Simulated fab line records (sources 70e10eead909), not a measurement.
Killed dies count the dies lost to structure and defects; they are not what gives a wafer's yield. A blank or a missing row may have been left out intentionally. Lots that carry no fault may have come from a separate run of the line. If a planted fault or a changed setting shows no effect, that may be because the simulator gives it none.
A struck lot beside a sound one ; flow nandHarc ; 24 steps out of a route of 1159
Sound: wafers L313.1, L313.3, L313.6. Wafers L306.1, L306.2, L306.3 were the ones struck. The cause comes at the end.
Per side, at each step with rows, come the tool, then ch with its chambers, and then its first start. Under that, the readings that differ: sound wafers ; struck wafers ; difference of the means ; sigmas: that difference in standard deviations of wafers without a fault.
alike: readings with means less than 2 such deviations apart, plus words and numbers identical on both sides. not compared: withheld readings, readings lacking a value on some wafer, bounds such as >300 that could conceal the same value, and numbers that have no deviation in the record and whose values overlap.
A row with sigmas, a row that says differs or no value, or rows on one side alone: a step with any of these is where the two part. When numbers do not overlap yet have no deviation, they are printed without sigmas and do not part them. Lack of a reading on every wafer of one side parts them only where that side has two or more wafers.

NHARC_P_M1_INSPECT_27:
  sound on defectInspect-02, day 9 15:35; struck on defectInspect-01, day 7 13:37
  alike: rawDefectCount
NHARC_P_M1_PRE_CLEAN_32: time 12 s.
  sound on pecvd-03 ch 1,2, day 9 15:39; struck on pecvd-04 ch 0,1,2, day 7 13:41
reading;sound;struck;difference;sigmas
heaterPowerW (W);464 654 483;652 724 696;+157;+2
NHARC_P_M1_DEP_33: deposits SiCN, target thk 30 nm.
  sound on pecvd-03 ch 1,2, day 9 15:44; struck on pecvd-04 ch 0,1,2, day 7 13:46
reading;sound;struck;difference;sigmas
heaterPowerW (W);466 481 471;609 616 638;+148;+2
then, 8 steps without rows for these wafers: NHARC_P_M2_DEP_00 (deposits SiOC, target thk 182.5 nm); NHARC_P_M2_DEHYDRATE_01 (time 120 s); NHARC_P_M2_HMDS_02 (time 30 s); NHARC_P_M2_COAT_34 (time 65 s); NHARC_P_M2_COAT_03 (resist thk 90 nm); NHARC_P_M2_SOFTBAKE_04 (time 55 s); NHARC_P_M2_EBR_05; NHARC_P_M2_EXPOSE_06 (exposes mask P M2, target cd 170 nm).
NHARC_P_M2_PEB_07: peb time 65 s.
  sound on lithoTrack-06 ch 0, day 9 17:05; struck on lithoTrack-04 ch 0, day 7 14:56
reading;sound;struck;difference;sigmas
heaterPowerTotalW (W);156.9 157.1 156.2;163.0 162.4 163.3;+6.2;+16
plateTempC (C);99.98 100.07 100.00;102.65 102.78 102.82;+2.73;+21
then, 1 step without rows for these wafers: NHARC_P_M2_DEVELOP_08 (develop time 35 s).
NHARC_P_M2_CD_MEAS_09: target cd 170 nm.
  sound on cdSem-02 ch 0, day 9 17:10; struck on cdSem-02 ch 0, day 7 15:01
reading;sound;struck;difference;sigmas
cdNm (nm);171.0 170.6 171.4;178.9 179.1 178.4;+7.8;+11
NHARC_P_M2_OVL_MEAS_10: pitch 340 nm.
  sound on overlay-02, day 9 17:15; struck on overlay-02, day 7 15:07
  alike: overlayXNm, overlayYNm
NHARC_P_M2_INSPECT_11:
  sound on defectInspect-02, day 9 17:17; struck on defectInspect-01, day 7 15:09
  alike: rawDefectCount
NHARC_P_M2_DESCUM_14: chemistry O2, time 3 s.
  sound on rieDiel-09 ch 0,1,2, day 9 17:20; struck on rieDiel-12 ch 0,1,3, day 7 15:14
reading;sound;struck;difference;sigmas
model.P_M2.cdNm (nm);170.6 170.2 171.4;178.9 178.6 178.7;+8.0;
  alike: drypumpMotorCurrentA, oesProductAu, rfVppV, showerheadPlenumPTorr, throttleValvePct
  not compared: rfHoursCounterH
NHARC_P_M2_ETCH_35: etches the open film in N2/H2, target depth 40 nm, overetch 12 nm, time 43.94 s.
  sound on rieDiel-09 ch 1,2,3, day 9 17:26; struck on rieDiel-12 ch 0,2,3, day 7 15:35
  alike: drypumpMotorCurrentA, oesProductAu, rfVppV, showerheadPlenumPTorr, throttleValvePct
  not compared: rfHoursCounterH
NHARC_P_M2_ETCH_15: etches the open film in C4F8/Ar, target depth 182.5 nm, time 91.2 s.
  sound on rieDiel-09 ch 0,2,3; struck on rieDiel-12 ch 0,1,2
  alike: oesProductAu, rfVppV
  not compared: rfHoursCounterH
NHARC_P_M2_CD_MEAS_16:
  sound on cdSem-01, day 9 17:39; struck on cdSem-02, day 7 15:49
reading;sound;struck;difference;sigmas
cdNm (nm);170.3 170.0 171.3;178.5 179.1 179.1;+8.4;+10
NHARC_P_M2_STRIP_18: strips in N2/H2.
  sound on rieDiel-09 ch 1,2, day 9 17:43; struck on rieDiel-09 ch 1,2,3, day 7 15:53
  alike: drypumpMotorCurrentA, oesProductAu, rfVppV, showerheadPlenumPTorr, throttleValvePct
  not compared: rfHoursCounterH
NHARC_P_M2_ETCH_28: etches the open film in CF4/N2, target depth 30 nm, time 72.99 s.
  sound on rieDiel-09 ch 0,1,3; struck on rieDiel-09 ch 0,1,3
reading;sound;struck;difference;sigmas
model.P_M2.cdNm (nm);170.4 170.5 171.5;178.5 179.8 179.9;+8.6;
  alike: drypumpMotorCurrentA, oesProductAu, rfVppV, showerheadPlenumPTorr, throttleValvePct
  not compared: rfHoursCounterH
then, 1 step without rows for these wafers: NHARC_P_M2_STRIP_19 (strips in post etch residue remover, time 600 s).
-- jump in the record: it breaks off in module P_M2 and resumes in module END (first step shown: number 1159 of the route), and 13 days separate the struck wafers' starts before and after --
NHARC_END_SORT_01:
  the record has rows for the struck wafers here (prober-02 ch 0, day 20 14:22) and none for the sound ones

## WHERE THEY PART
First at NHARC_P_M1_PRE_CLEAN_32; last, within this record, at NHARC_END_SORT_01.

WHY: what the simulator had put in
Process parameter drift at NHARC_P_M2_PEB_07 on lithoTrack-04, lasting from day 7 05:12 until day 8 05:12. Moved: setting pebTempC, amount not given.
